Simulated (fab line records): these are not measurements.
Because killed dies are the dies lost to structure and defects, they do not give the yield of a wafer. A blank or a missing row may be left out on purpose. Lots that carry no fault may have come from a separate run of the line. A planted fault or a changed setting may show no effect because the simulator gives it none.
Matching of chambers + flow nandHarc + 3 sister chambers for NHARC_A_STAIRCASE_DEP_417 on pecvd-01
The step deposits Si3N4, target thk 60 nm. 16 wafers are shown with their chamber, then 8 later ones without.

EACH WAFER AND ITS CHAMBER
| wafer  | chamber | heaterPowerW (W) | rfFwdPowerW (W) |
|--------|---------|------------------|-----------------|
| L075.1 | 2       | 863              | 451.8           |
| L075.4 | 2       | 889              | 453.3           |
| L075.6 | 1       | 678              | 448.6           |
| L078.2 | 2       | 879              | 449.0           |
| L078.5 | 0       | 683              | 448.2           |
| L078.6 | 2       | 866              | 450.0           |
| L079.3 | 1       | 655              | 448.7           |
| L079.4 | 0       | 740              | 450.9           |
| L079.6 | 1       | 665              | 450.0           |
| L081.1 | 0       | 674              | 449.1           |
| L081.2 | 1       | 768              | 449.4           |
| L081.5 | 0       | 697              | 450.2           |
| L080.2 | 2       | 865              | 450.0           |
| L080.3 | 1       | 725              | 452.1           |
| L080.5 | 0       | 695              | 448.1           |
| L082.1 | 0       | 723              | 448.1           |

SIGNATURES (means of the wafers above)
| reading      | chamber 0 | chamber 1 | chamber 2 | scatter within a chamber |
|--------------|-----------|-----------|-----------|--------------------------|
| heaterPowerW | 702.00    | 698.20    | 872.40    | 31.1                     |
| rfFwdPowerW  | 449.100   | 449.760   | 450.820   | 1.45                     |
Rule: a wafer lies at a distance from a chamber equal to the root of the sum of squares, over the readings, of (its reading less the chamber's mean, divided by the reading's scatter). The wafer belongs to the nearest chamber; if the next one is less than 2 further off, it can't be placed. The scatter is the square root of a quotient: the sum, over the shown wafers, of each reading's squared deviation from its chamber's mean, divided by wafers minus chambers.

WAFERS WHOSE CHAMBER IS MISSING
| wafer  | heaterPowerW (W) | rfFwdPowerW (W) |
|--------|------------------|-----------------|
| L082.2 | 809              | 449.7           |
| L082.4 | 822              | 451.0           |
| L090.1 | 807              | 451.3           |
| L090.2 | 820              | 448.4           |
| L090.6 | 837              | 447.3           |
| L093.2 | 870              | 450.1           |
| L093.5 | 907              | 449.8           |
| L093.6 | 757              | 447.0           |

EACH ONE'S CHAMBER
| wafer  | from the rows above          | in truth |
|--------|------------------------------|----------|
| L082.2 | can't be placed: 2 or 0 or 1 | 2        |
| L082.4 | 2                            | 2        |
| L090.1 | can't be placed: 2 or 1 or 0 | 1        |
| L090.2 | can't be placed: 2 or 0 or 1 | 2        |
| L090.6 | can't be placed: 2 or 0      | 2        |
| L093.2 | 2                            | 2        |
| L093.5 | 2                            | 2        |
| L093.6 | can't be placed: 0 or 1      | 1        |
Correct placement for 3 of the 8. From these rows, 5 cannot be placed; in 5 the true chamber is one of the candidates. Wrongly placed: 0.
